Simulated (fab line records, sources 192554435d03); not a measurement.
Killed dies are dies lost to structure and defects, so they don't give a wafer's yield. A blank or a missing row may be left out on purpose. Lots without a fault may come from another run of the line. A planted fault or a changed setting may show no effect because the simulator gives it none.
fab line records | flow n5_finfet
record lots=7 wafers=21
route steps=1938 shown BEOL_M3@950 BEOL_M4@1031 BEOL_M5@1145 BEOL_M6@1204
start_h: hours from the record's first day to the start of the lot's first wafer shown | wait_h: hours since the lot's step before | " the same as in the row above | L1.1+2: a row that stands for several wafers | - no value, or no start given | * or withheld: withheld | < > ~ a bound
route shown NAME@n: a module of which the file shows steps, and the number in the route of the first | usual: mean/standard deviation of fault-free wafers | same: alike in all rows | chamber/n: place in a boat | sites: the reading at each site | _std_site: their standard deviation | _edge_site: outer sites' mean less inner sites' | radius_mm: how far each site lies from the wafer's centre | mask NAME#n: copy n | behind: the tool/chamber that last shaped the wafer | hold: why the lot was held/for how many hours/how that ended | device: the transistor (n, p or np) that didn't switch | end of line: the same wafers' tests at the end of the route | a step without rows: its recipe alone | killed: dies lost to structure and defects at the first sort, not the wafer's yield | map: a wafer's dies, x killed, . not, _ none there
set.NAME: the setting as run; set.NAME@STEP: as run at that earlier step | model.NAME: the simulator's own value behind a step, which no gauge read
lots whose settings were changed on purpose; a table a step, a row a wafer
## steps
# step N5_BEOL_M3_ETCH_64
# recipe chemistry=N2/H2 target=SOC target_depth_a=750 overetch_a=150 mask_material=SiARC temp_c=40 time_s=112.5 ion_energy_ev=200 pressure_mtorr=30 source_w=840 bias_w=150 n2_flow_sccm=200 h2_flow_sccm=200
# columns lot.wafer tool chamber start_h wait_h set.time_s model.SiARC_of_BEOL_M3_COAT_62.thk_nm
L075.1 rie_diel-02 2 144.38 0.0 125.5 6.2
L075.2+3 " 0,3 " " 125.5 6.4
L079.1 rie_diel-06 3 174.03 0.0 130.9 6
L079.2 " 2 " " 112.5 6.6
L079.5 " 3 " " 112.5 6.8
L081.3 rie_diel-02 3 187.84 0.0 112.5 7
L081.5 " 0 " " 135.7 5.8
L081.6 " 3 " " 135.7 6
L086.2 rie_diel-01 2 231.97 0.0 112.5 6.6
L086.4 " 3 " " 119 6.6
L086.6 " 3 " " 119 6.4
L091.3 rie_diel-01 1 248.97 0.0 122.2 6.6
L091.4 " 1 " " 122.2 6.4
L091.6 " 2 " " 112.5 6.8
L090.4 rie_diel-06 2 249.04 0.0 112.5 6.6
L090.5 " 2 " " 94.72 7.4
L090.6 " 3 " " 94.72 7.6
L097.1 rie_diel-06 1 297.15 0.0 112.5 6.8
L097.2 " 0 " " 112.5 6.2
L097.4 " 2 " " 112.5 6.4
# step N5_BEOL_M3_STRIP_65
# recipe chemistry=N2/H2 temp_c=40 n2_flow_sccm=200 h2_flow_sccm=200 rf_frequency_hz=6e+07
# step N5_BEOL_M3_STRIP_75
# recipe chemistry=N2/H2 temp_c=40 n2_flow_sccm=200 h2_flow_sccm=200 rf_frequency_hz=6e+07
# step N5_BEOL_M3_STRIP_66
# recipe chemistry=CF4 resist=SiARC power_w=300 bias_power_w=75 pressure_mtorr=50 cf4_flow_sccm=150 rf_frequency_hz=6e+07
# step N5_BEOL_M3_HM_OPEN_17
# recipe chemistry=Cl2/BCl3 target_depth_a=200 overetch_a=60 target=TiN mask_material=SOC ion_energy_ev=150 pressure_mtorr=10 icp_w=1000 bias_w=126 Cl2_flow_sccm=53.25 bcl3_flow_sccm=21.75 Ar_flow_sccm=25
# columns lot.wafer tool chamber start_h wait_h set.time_s@BEOL_M3_ETCH_64 model.etch.depth_nm
L075.1 rie_metal-01 0 144.56 0.0 125.5 18.5
L075.2 " 1 " " 125.5 18.89
L075.3 " 0 " " 125.5 18.69
L079.1 rie_metal-03 0 174.20 0.0 130.9 17.85
L079.2 " 1 " " 112.5 19.48
L079.5 " 1 " " 112.5 19.73
L081.3 rie_metal-02 0 188.05 0.1 112.5 19.75
L081.5 " 1 " " 135.7 17.86
L081.6 " 0 " " 135.7 17.66
L086.2 rie_metal-01 0 232.14 0.0 112.5 19.74
L086.4 " 0 " " 119 19.23
L086.6 " 0 " " 119 18.84
L091.3+4 rie_metal-03 1,0 249.17 0.1 122.2 18.82
L091.6 " 1 " " 112.5 19.9
L090.4 rie_metal-03 0 249.26 0.1 112.5 20.23
L090.5 " 1 " " 94.72 20.62
L090.6 " 0 " " 94.72 20.87
L097.1 rie_metal-01 1 297.32 0.0 112.5 20.25
L097.2 " 0 " " 112.5 20.38
L097.4 " 1 " " 112.5 19.82
# step N5_BEOL_M3_COAT_76
# recipe resist=underlayer temp_c=205 time_s=60 spin_rpm=1500 resist_thk_nm=5
# columns lot.wafer tool chamber start_h wait_h set.spin_rpm
L075.1+3 litho_track-01 0 - - 1500
L075.2 " 0 " " 1391
L079.1+2 litho_track-05 0 - - 1500
L079.5 " 0 " " 1544
L081.3+5+6 litho_track-01 0 - - 1500
L086.2+4 litho_track-01 0 - - 1500
L086.6 " 0 " " 1652
L091.3+4 litho_track-04 0 - - 1445
L091.6 " 0 " " 1500
L090.4+5 litho_track-01 0 - - 1500
L090.6 " 0 " " 1341
L097.1+2+4 litho_track-01 0 - - 1500
# step N5_BEOL_M3_COAT_22
# recipe resist=CAR-EUV spin_rpm=1500 resist_thk_nm=30
# step N5_BEOL_M3_EBR_24
# recipe solvent=PGMEA ebr_width_mm=1.5
# step N5_BEOL_M3_DESCUM_33
# recipe chemistry=O2 time_s=7 source_power_w=50 bias_power_w=20 pressure_mtorr=20 rf_frequency_hz=2.712e+07 temp_c=40 resist=CAR-EUV o2_flow_sccm=225
# step N5_BEOL_M3_ETCH_77
# recipe chemistry=N2/H2 target=underlayer target_depth_a=65 mask_material=CAR-EUV time_s=5.2 ion_energy_ev=200 pressure_mtorr=30 source_w=840 bias_w=150 n2_flow_sccm=200 h2_flow_sccm=200 ends=cleared
# columns lot.wafer tool chamber start_h wait_h set.spin_rpm@BEOL_M3_COAT_76 model.etch.depth_nm
L075.1 rie_diel-06 1 145.34 0.0 1500 5.012
L075.2 " 0 " " 1391 5.185
L075.3 " 3 " " 1500 5.006
L079.1 rie_diel-02 3 174.99 0.0 1500 5.014
L079.2 " 2 " " 1500 5.023
L079.5 " 1 " " 1544 4.948
L081.3 rie_diel-02 2 188.70 0.0 1500 4.999
L081.5 " 0 " " 1500 4.99
L081.6 " 1 " " 1500 4.995
L086.2 rie_diel-06 1 232.87 0.0 1500 5.014
L086.4 " 2 " " 1500 5
L086.6 " 1 " " 1652 4.76
L091.3 rie_diel-02 2 249.99 0.0 1445 5.105
L091.4 " 2 " " 1445 5.099
L091.6 " 1 " " 1500 5.009
L090.4 rie_diel-06 1 250.02 0.0 1500 4.999
L090.5 " 3 " " 1500 4.986
L090.6 " 0 " " 1341 5.284
L097.1+2 rie_diel-02 1,0 298.21 0.0 1500 5.008
L097.4 " 2 " " 1500 4.987
# step N5_BEOL_M4_EXPOSE_08
# recipe mask_id=M4 na=0.33 source_shape=dipole sigma_inner=0.369 sigma_outer=0.767 polarization=unpolarized dose_mj=41.25
# columns lot.wafer tool chamber start_h wait_h mask set.dose_mj
L075.1+2+3 euv_scanner-02 0 153.24 - M4#0 41.25
L079.1+5 euv_scanner-01 0 184.17 - M4#0 41.25
L079.2 " 0 " " M4#0 42.64
L081.3+5 euv_scanner-02 0 198.30 - M4#0 39.31
L081.6 " 0 " " M4#0 41.25
L086.2+6 euv_scanner-01 0 240.88 - M4#0 41.25
L086.4 " 0 " " M4#0 40.07
L091.3 euv_scanner-02 0 261.31 - M4#0 40.13
L091.4+6 " 0 " " M4#0 41.25
L090.4+6 euv_scanner-02 0 263.69 - M4#0 43.43
L090.5 " 0 " " M4#0 41.25
L097.1+2+4 euv_scanner-02 0 304.83 - M4#0 41.25
# step N5_BEOL_M4_PEB_09
# recipe peb_temp_c=100 peb_time_s=60 resist=CAR-EUV
# step N5_BEOL_M4_DEVELOP_10
# recipe develop_time_s=30 developer=TMAH resist=CAR-EUV rinse_liquid=surfactant_rinse dry=air_spin dev_temp_c=23
# step N5_BEOL_M4_DESCUM_16
# recipe chemistry=O2 time_s=7 source_power_w=50 bias_power_w=20 pressure_mtorr=20 rf_frequency_hz=2.712e+07 temp_c=40 resist=CAR-EUV o2_flow_sccm=225
# step N5_BEOL_M4_ETCH_74
# recipe chemistry=N2/H2 target=underlayer target_depth_a=65 mask_material=CAR-EUV time_s=5.2 ion_energy_ev=200 pressure_mtorr=30 source_w=840 bias_w=150 n2_flow_sccm=200 h2_flow_sccm=200 ends=cleared
# step N5_BEOL_M4_ETCH_63
# recipe chemistry=CF4 target=SiARC target_depth_a=156 mask_material=CAR-EUV time_s=26 ion_energy_ev=80 pressure_mtorr=40 source_w=545 bias_w=36 Ar_flow_sccm=100 cf4_flow_sccm=100 ends=cleared
# columns lot.wafer tool chamber start_h wait_h set.dose_mj@BEOL_M4_EXPOSE_08 model.BEOL_M4.cd_offset_nm
L075.1 rie_diel-05 1 153.55 0.0 41.25 0.4
L075.2 " 2 " " 41.25 -0.2
L075.3 " 0 " " 41.25 0.2
L079.1+5 rie_diel-05 3,0 184.81 0.0 41.25 0
L079.2 " 0 " " 42.64 0.8
L081.3 rie_diel-04 0 198.62 0.0 39.31 -1.2
L081.5 " 3 " " 39.31 -0.8
L081.6 " 2 " " 41.25 0
L086.2 rie_diel-03 3 241.18 0.0 41.25 0
L086.4 " 3 " " 40.07 -0.8
L086.6 " 0 " " 41.25 0.2
L091.3 rie_diel-04 0 261.65 0.0 40.13 -0.6
L091.4 " 1 " " 41.25 -0.2
L091.6 " 3 " " 41.25 0.2
L090.4 rie_diel-04 0 264.18 0.0 43.43 1
L090.5 " 2 " " 41.25 0.2
L090.6 " 1 " " 43.43 0.6
L097.1+2 rie_diel-04 0,2 305.14 0.0 41.25 0
L097.4 " 3 " " 41.25 -0.2
# step N5_BEOL_M4_ETCH_64
# recipe chemistry=N2/H2 target=SOC target_depth_a=750 overetch_a=225 mask_material=SiARC temp_c=40 time_s=121.9 ion_energy_ev=200 pressure_mtorr=30 source_w=840 bias_w=150 n2_flow_sccm=200 h2_flow_sccm=200
# usual rf_vpp_V=523.7/1.8
# columns lot.wafer tool chamber start_h wait_h set.bias_w rf_vpp_V model.SiARC_of_BEOL_M4_COAT_62.thk_nm
L075.1 rie_diel-05 1 153.57 0.0 150 525.3 6.4
L075.2 " 2 " " 150 523.2 6.6
L075.3 " 0 " " 150 521.8 6.6
L079.1 rie_diel-05 3 184.84 0.0 150 523.4 6.6
L079.2 " 0 " " 139.9 497.4 7.2
L079.5 " 0 " " 150 521.1 6.6
L081.3 rie_diel-04 0 198.65 0.0 136.5 493.7 6.8
L081.5 " 3 " " 136.5 495.5 6.8
L081.6 " 2 " " 150 523.5 6.2
L086.2 rie_diel-03 3 241.20 0.0 150 525.3 5.8
L086.4 " 3 " " 174 576.2 4.6
L086.6 " 0 " " 174 574.6 5.6
L091.3 rie_diel-04 0 261.68 0.0 150 524.3 6
L091.4 " 1 " " 130.8 476.9 7
L091.6 " 3 " " 150 525.7 5.8
L090.4 rie_diel-04 0 264.21 0.0 150 524.8 6
L090.5 " 2 " " 150 522.3 6.2
L090.6 " 1 " " 123.1 460.6 7.4
L097.1 rie_diel-04 0 305.17 0.0 150 522.7 6
L097.2 " 2 " " 150 521.1 6.2
L097.4 " 3 " " 150 526.2 6
# step N5_BEOL_M4_EXPOSE_25
# recipe mask_id=V3 na=0.33 source_shape=quasar sigma_inner=0.2 sigma_outer=0.8 polarization=unpolarized defocus_nm=5 dose_mj=63
# columns lot.wafer tool chamber start_h wait_h mask set.dose_mj
L075.1+3 euv_scanner-02 0 154.10 - V3#0 63
L075.2 " 0 " " V3#0 67.56
L079.1+2 euv_scanner-02 0 185.37 - V3#0 66.49
L079.5 " 0 " " V3#0 63
L081.3+6 euv_scanner-01 0 199.27 - V3#0 63
L081.5 " 0 " " V3#0 67.43
L086.2 euv_scanner-01 0 241.74 - V3#0 59.2
L086.4+6 " 0 " " V3#0 63
L091.3+4+6 euv_scanner-01 0 262.37 - V3#0 60.28
L090.4+5+6 euv_scanner-01 0 264.77 - V3#0 63
L097.1+2+4 euv_scanner-02 0 305.82 - V3#0 63
# step N5_BEOL_M4_PEB_26
# recipe peb_temp_c=100 peb_time_s=60 resist=CAR-EUV
# step N5_BEOL_M4_DEVELOP_27
# recipe develop_time_s=30 developer=TMAH resist=CAR-EUV rinse_liquid=surfactant_rinse dry=air_spin dev_temp_c=23
# step N5_BEOL_M4_CD_MEAS_28
# recipe target_cd_nm=26.2 landing_energy_ev=500 detector=se_inlens target_cd_y_nm=24.1 polarity=opening
# usual cd_nm=26.27/0.29
# columns lot.wafer tool chamber start_h wait_h set.dose_mj@BEOL_M4_EXPOSE_25 cd_nm
L075.1 cd_sem-01 0 154.25 - 63 26.37
L075.2 " 0 " " 67.56 27.56
L075.3 " 0 " " 63 26.53
L079.1 cd_sem-03 0 185.52 - 66.49 27.26
L079.2 " 0 " " 66.49 27.21
L079.5 " 0 " " 63 26.29
L081.3 cd_sem-03 0 199.40 - 63 25.99
L081.5 " 0 " " 67.43 27.55
L081.6 " 0 " " 63 26.07
L086.2 cd_sem-03 0 241.88 - 59.2 25.25
L086.4 " 0 " " 63 26.01
L086.6 " 0 " " 63 26.36
L091.3 cd_sem-01 0 262.50 - 60.28 25.28
L091.4 " 0 " " 60.28 25.29
L091.6 " 0 " " 60.28 25.44
L090.4 cd_sem-02 0 264.89 - 63 26.28
L090.5 " 0 " " 63 26.05
L090.6 " 0 " " 63 26.12
L097.1 cd_sem-02 0 305.96 - 63 26.32
L097.2 " 0 " " 63 25.80
L097.4 " 0 " " 63 26.26
# step N5_BEOL_M5_EXPOSE_25
# recipe mask_id=V4 na=0.33 source_shape=quasar sigma_inner=0.2 sigma_outer=0.6 polarization=unpolarized defocus_nm=10 dose_mj=52.75
# columns lot.wafer tool chamber start_h wait_h mask set.dose_mj
L075.1 euv_scanner-01 0 167.33 - V4#0 50.52
L075.2+3 " 0 " " V4#0 52.75
L079.1+2 euv_scanner-01 0 197.64 - V4#0 49.21
L079.5 " 0 " " V4#0 52.75
L081.3+5 euv_scanner-01 0 209.02 - V4#0 52.75
L081.6 " 0 " " V4#0 53.86
L086.2+4+6 euv_scanner-02 0 254.35 - V4#0 52.75
L091.3 euv_scanner-01 0 274.18 - V4#0 53.85
L091.4+6 " 0 " " V4#0 52.75
L090.4 euv_scanner-02 0 279.12 - V4#0 52.75
L090.5+6 " 0 " " V4#0 54.65
L097.1+2+4 euv_scanner-02 0 314.52 - V4#0 52.75
# step N5_BEOL_M5_PEB_26
# recipe peb_temp_c=100 peb_time_s=60 resist=CAR-EUV
# step N5_BEOL_M5_DEVELOP_27
# recipe develop_time_s=30 developer=TMAH resist=CAR-EUV rinse_liquid=surfactant_rinse dry=air_spin dev_temp_c=23
# step N5_BEOL_M5_CD_MEAS_28
# recipe target_cd_nm=30.6 landing_energy_ev=500 detector=se_inlens target_cd_y_nm=20 polarity=opening
# usual cd_nm=30.68/0.26
# columns lot.wafer tool chamber start_h wait_h set.dose_mj@BEOL_M5_EXPOSE_25 cd_nm
L075.1 cd_sem-03 0 167.47 - 50.52 29.83
L075.2 " 0 " " 52.75 30.62
L075.3 " 0 " " 52.75 30.60
L079.1 cd_sem-01 0 197.78 - 49.21 29.11
L079.2 " 0 " " 49.21 29.20
L079.5 " 0 " " 52.75 30.59
L081.3 cd_sem-02 0 209.15 - 52.75 30.28
L081.5 " 0 " " 52.75 30.56
L081.6 " 0 " " 53.86 30.84
L086.2 cd_sem-03 0 254.48 - 52.75 30.88
L086.4 " 0 " " 52.75 30.73
L086.6 " 0 " " 52.75 30.78
L091.3 cd_sem-03 0 274.31 - 53.85 30.84
L091.4 " 0 " " 52.75 30.53
L091.6 " 0 " " 52.75 30.51
L090.4 cd_sem-03 0 279.23 - 52.75 30.24
L090.5 " 0 " " 54.65 31.29
L090.6 " 0 " " 54.65 30.90
L097.1 cd_sem-01 0 314.66 - 52.75 31.15
L097.2 " 0 " " 52.75 30.84
L097.4 " 0 " " 52.75 30.84
# step N5_BEOL_M5_VIA_ETCH_34
# recipe chemistry=C4F6/O2 target=SiCOH_lowk target_depth_a=883 mask_material=SOC taper_deg=4 time_s=39.2 ion_energy_ev=250 pressure_mtorr=30 source_w=345 bias_w=185 Ar_flow_sccm=300 C4F6_flow_sccm=10 O2_flow_sccm=10
# columns lot.wafer tool chamber start_h wait_h set.source_w model.etch.depth_nm
L075.1 rie_diel-06 2 167.80 0.0 345 89.44
L075.2 " 3 " " 345 88.45
L075.3 " 0 " " 397.9 96.53
L079.1 rie_diel-06 0 198.08 0.0 345 91.89
L079.2 " 2 " " 345 90.42
L079.5 " 0 " " 345 92.02
L081.3 rie_diel-02 3 209.45 0.0 345 85.92
L081.5 " 1 " " 381.2 91.05
L081.6 " 0 " " 381.2 90.74
L086.2 rie_diel-02 1 255.09 0.0 345 86.13
L086.4 " 1 " " 345 86.28
L086.6 " 2 " " 345 89.49
L091.3 rie_diel-01 1 274.77 0.0 345 85.52
L091.4 " 2 " " 403.8 93.26
L091.6 " 3 " " 345 85.83
L090.4 rie_diel-02 1 279.53 0.0 345 86.94
L090.5 " 3 " " 296.3 83.98
L090.6 " 2 " " 296.3 83.68
L097.1 rie_diel-06 2 315.33 0.0 345 91.12
L097.2 " 3 " " 345 90.71
L097.4 " 0 " " 345 90.31
# step N5_BEOL_M6_EXPOSE_08
# recipe mask_id=M6 na=1.35 source_shape=dipole sigma_inner=0.817 sigma_outer=0.97 polarization=te dose_mj=68.25
# columns lot.wafer tool chamber start_h wait_h mask set.dose_mj
L075.1+2 arfi_scanner-01 0 176.83 - M6#0 64.57
L075.3 " 0 " " M6#0 68.25
L079.1+2+5 arfi_scanner-01 0 207.82 - M6#0 68.25
L081.3+5 arfi_scanner-03 0 217.44 - M6#0 68.25
L081.6 " 0 " " M6#0 64.06
L086.2 arfi_scanner-02 0 264.80 - M6#0 68.25
L086.4+6 " 0 " " M6#0 71.97
L091.3 arfi_scanner-03 0 286.51 - M6#0 68.25
L091.4+6 " 0 " " M6#0 66.66
L090.4+6 arfi_scanner-01 0 288.45 - M6#0 68.25
L090.5 " 0 " " M6#0 63.25
L097.1+2+4 arfi_scanner-02 0 326.08 - M6#0 68.25
# step N5_BEOL_M6_PEB_09
# recipe peb_temp_c=withheld peb_time_s=60 resist=CAR-ArF
# step N5_BEOL_M6_DEVELOP_10
# recipe develop_time_s=30 developer=TMAH resist=CAR-ArF rinse_liquid=diw dry=air_spin dev_temp_c=23
# step N5_BEOL_M6_CD_MEAS_11
# recipe target_cd_nm=38.5 landing_energy_ev=500 detector=se_inlens polarity=opening
# usual cd_nm=38.3/0.67
# columns lot.wafer tool chamber start_h wait_h set.dose_mj@BEOL_M6_EXPOSE_08 cd_nm
L075.1 cd_sem-03 0 176.95 - 64.57 35.2
L075.2 " 0 " " 64.57 34.9
L075.3 " 0 " " 68.25 38.3
L079.1 cd_sem-01 0 207.95 - 68.25 40.5
L079.2 " 0 " " 68.25 39.6
L079.5 " 0 " " 68.25 38.4
L081.3 cd_sem-02 0 217.56 - 68.25 39.6
L081.5 " 0 " " 68.25 39.0
L081.6 " 0 " " 64.06 35.8
L086.2 cd_sem-03 0 264.92 - 68.25 38.5
L086.4 " 0 " " 71.97 41.9
L086.6 " 0 " " 71.97 41.2
L091.3 cd_sem-01 0 286.63 - 68.25 38.9
L091.4 " 0 " " 66.66 37.2
L091.6 " 0 " " 66.66 37.1
L090.4 cd_sem-01 0 288.56 - 68.25 38.4
L090.5 " 0 " " 63.25 34.8
L090.6 " 0 " " 68.25 38.4
L097.1 cd_sem-03 0 326.21 - 68.25 37.6
L097.2 " 0 " " 68.25 37.9
L097.4 " 0 " " 68.25 38.5
# step N5_BEOL_M6_HM_OPEN_17
# recipe chemistry=Cl2/BCl3 target_depth_a=200 overetch_a=60 target=TiN mask_material=SOC ion_energy_ev=150 pressure_mtorr=10 icp_w=1000 bias_w=126 Cl2_flow_sccm=53.25 bcl3_flow_sccm=21.75 Ar_flow_sccm=25
# step N5_BEOL_M6_STRIP_19
# recipe chemistry=O2 power_w=400 temp_c=40 pressure_mtorr=30 rf_frequency_hz=6e+07 bias_power_w=0 overash_fraction=0.2 o2_flow_sccm=225
# step N5_BEOL_M6_CD_MEAS_18
# recipe pitch_nm=80 target_cd_nm=40
# usual cd_nm=39.9/0.78
# columns lot.wafer tool chamber start_h wait_h set.dose_mj@BEOL_M6_EXPOSE_08 cd_nm
L075.1 cd_sem-02 - 177.50 0.0 64.57 36.1
L075.2 " - " " 64.57 37.1
L075.3 " - " " 68.25 40.3
L079.1 cd_sem-03 - 208.57 0.0 68.25 42.1
L079.2 " - " " 68.25 40.6
L079.5 " - " " 68.25 39.3
L081.3 cd_sem-03 - 218.12 0.1 68.25 41.2
L081.5 " - " " 68.25 40.4
L081.6 " - " " 64.06 37.8
L086.2 cd_sem-03 - 265.56 0.1 68.25 39.6
L086.4 " - " " 71.97 43.1
L086.6 " - " " 71.97 42.6
L091.3 cd_sem-02 - 287.18 0.1 68.25 40.7
L091.4 " - " " 66.66 39.2
L091.6 " - " " 66.66 39.4
L090.4 cd_sem-02 - 289.11 0.1 68.25 39.2
L090.5 " - " " 63.25 36.1
L090.6 " - " " 68.25 39.3
L097.1 cd_sem-02 - 326.91 0.0 68.25 39.6
L097.2 " - " " 68.25 40.0
L097.4 " - " " 68.25 39.8
## key
split step=N5_BEOL_M3_ETCH_64 setting=time_s stated=112.5 by=wafer
response step=N5_BEOL_M3_ETCH_64 reading=model.SiARC_of_BEOL_M3_COAT_62.thk_nm change=-0.0491 per=1% r=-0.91
response step=N5_BEOL_M3_HM_OPEN_17 reading=model.etch.depth_nm change=-0.0869 per=1% r=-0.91
split step=N5_BEOL_M3_COAT_76 setting=spin_rpm stated=1500 by=wafer
response step=N5_BEOL_M3_ETCH_77 reading=model.etch.depth_nm change=-0.0256 per=1% r=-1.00
split step=N5_BEOL_M4_EXPOSE_08 setting=dose_mj stated=41.25 by=wafer
response step=N5_BEOL_M4_ETCH_63 reading=model.BEOL_M4.cd_offset_nm change=+0.192 per=1% r=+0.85
split step=N5_BEOL_M4_ETCH_64 setting=bias_w stated=150 by=wafer
response step=N5_BEOL_M4_ETCH_64 reading=rf_vpp_V change=+3.43 per=1% r=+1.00
response step=N5_BEOL_M4_ETCH_64 reading=model.SiARC_of_BEOL_M4_COAT_62.thk_nm change=-0.0669 per=1% r=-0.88
split step=N5_BEOL_M4_EXPOSE_25 setting=dose_mj stated=63 by=wafer
response step=N5_BEOL_M4_CD_MEAS_28 reading=cd_nm change=+0.175 per=1% r=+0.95
split step=N5_BEOL_M5_EXPOSE_25 setting=dose_mj stated=52.75 by=wafer
response step=N5_BEOL_M5_CD_MEAS_28 reading=cd_nm change=+0.208 per=1% r=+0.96
split step=N5_BEOL_M5_VIA_ETCH_34 setting=source_w stated=345 by=wafer
response step=N5_BEOL_M5_VIA_ETCH_34 reading=model.etch.depth_nm change=+0.409 per=1% r=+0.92
split step=N5_BEOL_M6_EXPOSE_08 setting=dose_mj stated=68.25 by=wafer
response step=N5_BEOL_M6_CD_MEAS_11 reading=cd_nm change=+0.55 per=1% r=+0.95
response step=N5_BEOL_M6_CD_MEAS_18 reading=cd_nm change=+0.532 per=1% r=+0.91
